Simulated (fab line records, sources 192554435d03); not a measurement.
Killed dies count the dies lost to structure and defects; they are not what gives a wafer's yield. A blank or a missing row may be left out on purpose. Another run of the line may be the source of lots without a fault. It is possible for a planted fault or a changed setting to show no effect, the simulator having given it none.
Chamber matching    flow n5-finfet    N5_BEOL_M1_ALD_98 on ald-sin-03 has 4 sister chambers
The step deposits SiO2, target thk 2.5 nm, pulse time 1 s, co reactant pulse time 1 s. 4 wafers are shown with their chamber, then 9 later ones without.

WAFERS WITH THEIR CHAMBER
wafer   chamber  heater-power-w (W)
L082.1  1        76
L082.2  3        78
L089.4  0        68
L089.5  2        88

WAFERS WITHOUT THEIR CHAMBER
wafer   heater-power-w (W)
L092.1  75
L092.4  73
L092.6  71
L096.1  87
L096.2  71
L096.3  73
L096.4  66
L096.5  71
L096.6  66

WHICH CHAMBER EACH WENT THROUGH
wafer   from the rows above           in truth
L092.1  can't be placed: 1 or 3       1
L092.4  can't be placed: 1 or 0 or 3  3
L092.6  can't be placed: 0 or 1 or 3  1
L096.1  2                             2
L096.2  can't be placed: 0 or 1 or 3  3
L096.3  can't be placed: 1 or 0 or 3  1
L096.4  0                             0
L096.5  can't be placed: 0 or 1 or 3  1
L096.6  0                             0
Placed correctly: 3 of 9. From these rows, 6 cannot be placed; in 6 the true chamber is one of the candidates. 0 placed wrongly.
How it was worked out, from the rows above alone: a wafer's distance from a chamber is the root of the sum, over the readings, of the square of ((its reading less the chamber's mean) divided by the reading's scatter). If the next closest chamber is less than 2 further off than the closest, the wafer can't be placed; otherwise it belongs to the closest. For every chamber, the mean is computed from those of its wafers that are shown. The scatter: root of mean squared gap, hidden wafer to nearest shown wafer, with one shown wafer a chamber.
